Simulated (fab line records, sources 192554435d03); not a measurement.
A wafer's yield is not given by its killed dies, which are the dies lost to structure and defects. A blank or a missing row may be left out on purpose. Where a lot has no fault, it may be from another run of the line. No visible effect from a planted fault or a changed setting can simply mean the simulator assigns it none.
Problem report, 8D (eight disciplines) form, completed by code    flow n5 finfet    the parts of the form that need people (team, actions taken, sign-off) are left out

== 1. THE ISSUE ==
Mean of spin speed rpm at N5_BEOL_M11_COAT_64: 1465.7 rpm across 6 wafers in 2 lots; on wafers with no fault it is 1499.9 rpm (standard deviation 1). That puts it -34 standard deviations away from the usual mean.
The step: time 60 s, resist thk 30 nm.
Earliest sighting: wafer L143.2 on litho track-03 at day 12 22:57. Wafers with a number at this step in the record: 12, from 4 lots. By rule, "out" or "out of limits" means more than 4 standard deviations away from the usual mean. The rest of the wafers with a number are treated as sound.

== 2. WHAT IT IS AND WHAT IT IS NOT ==
question                     is                      is not
which readings at this step  spin speed rpm          dispense pressure kPa
which lots                   L143, L147              L134, L152
which wafers of those lots   all that have a number  -
read on which tools          litho track-03          litho track-02
when                         from day 12 22:57       up to then (3 sound wafers); but 3 sound wafers of L152 came after

== 3. WHAT RULES OUT EACH SUSPECT ==
Counting: a tool stays on the suspect list if, at a process step up to the reading, it processed all lots that are out and no sound lot following the first of them.
- litho track-03 at N5_BEOL_M11_COAT_64 (time 60 s, resist thk 30 nm): kept. It ran every lot that is out, first L143 (day 12 22:57), and no sound lot after that; its last sound lot up to then is L134 (day 11 00:03). On those wafers its own readings are out: spin speed rpm.
The count leaves litho track-03 at N5_BEOL_M11_COAT_64.

== 4. THE CAUSE (what the simulator had put in) ==
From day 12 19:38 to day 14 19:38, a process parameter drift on litho track-03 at N5_BEOL_M11_COAT_64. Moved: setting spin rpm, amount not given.
Counting left only this tool.

== 5. SEQUENCE OF EFFECTS, ordered by route ==
One row per reading whose mean, taken over the struck wafers that have a number, lies over 3 standard deviations from the usual. Only readings whose record carries a usual standard deviation are examined. hours: median over the lots of the time between each lot's start at the first step of this table that gives one and its start at this step. sigmas: the change, counted in usual standard deviations.
hours  step                 reading         usual       on struck wafers  change  sigmas
0      N5_BEOL_M11_COAT_64  spin speed rpm  1499.9 rpm  1465.7            -34.2   -34
It contains these process steps:
- N5_BEOL_M11_COAT_64: time 60 s, resist thk 30 nm.

== 6. HOW IT WOULD HAVE BEEN CAUGHT EARLIER ==
In this record the first reading out of limits was taken at day 12 22:57, 3 hours after the fault began at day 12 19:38.
